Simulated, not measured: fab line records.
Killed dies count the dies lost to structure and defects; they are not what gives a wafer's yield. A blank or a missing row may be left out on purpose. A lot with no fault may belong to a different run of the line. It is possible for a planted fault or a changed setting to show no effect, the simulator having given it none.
A single fault, viewed from 2 desks :: flow n5-finfet :: numbers are kept per desk, each desk with only its own; the story behind them comes last

== AT THE TOOL OWNER'S DESK: litho-track-03 ==
The tool's own readings at N5_BEOL_M7_COAT_64 (time 60 s, resist thk 12 nm): means of the sampled wafers that have a number, for each lot that ran on this tool. Marked OUT: a lot whose mean sits more than 4 standard deviations from the usual mean, which makes it out of limits; the brackets give that distance.
Columns: A = spin-speed-rpm at N5_BEOL_M7_COAT_64, usual 1500.0 rpm
lot: L879
first seen here: day 9 14:53
A: 1497.5

lot: L882
first seen here: day 10 18:38
A: 1437.2 (-63) OUT

lot: L883
first seen here: day 11 10:17
A: 1435.6 (-64) OUT
This desk's finding: out of limits on L882, L883; first on L882, day 10 18:38 (spin-speed-rpm at N5_BEOL_M7_COAT_64). L879: within limits.

== THE DEFECT DESK ==
Lot by lot, what the route's inspections counted, given as the mean of those sampled wafers with a number. Marked OUT: a lot whose mean sits more than 4 standard deviations from the usual mean, which makes it out of limits; the brackets give that distance.
Columns: A = raw-defect-count at N5_BEOL_M6_INSPECT_58, usual 70
lot: L880
first seen here: day 9 08:58
A: 66

lot: L879
first seen here: day 9 10:53
A: 75

lot: L882
first seen here: day 10 09:55
A: 54

lot: L883
first seen here: day 11 06:53
A: 88

lot: L890
first seen here: day 12 21:35
A: 70

lot: L892
first seen here: day 12 23:32
A: 63

lot: L893
first seen here: day 13 01:32
A: 50

lot: L894
first seen here: day 13 02:21
A: 64

lot: L897
first seen here: day 13 20:54
A: 78

lot: L896
first seen here: day 14 04:04
A: 74
This desk's finding: nothing out of limits on any of the 10 lots.

== BROUGHT TOGETHER ==
The tool owner's desk could have raised an alarm at day 10 18:38, on L882, L883.
Nothing out of limits was seen by the defect desk.
The defect desk has L882, L883 on record, within its limits.
All the named lots went through N5_BEOL_M7_COAT_64 on litho-track-03.

== WHAT HAD BEEN PUT IN BY THE SIMULATOR ==
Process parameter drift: litho-track-03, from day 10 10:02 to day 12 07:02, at N5_BEOL_M7_COAT_64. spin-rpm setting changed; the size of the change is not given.
Lots struck among those shown: L882, L883.
Each desk's first reading out of limits, in hours after the fault started: the tool owner's desk, 9.
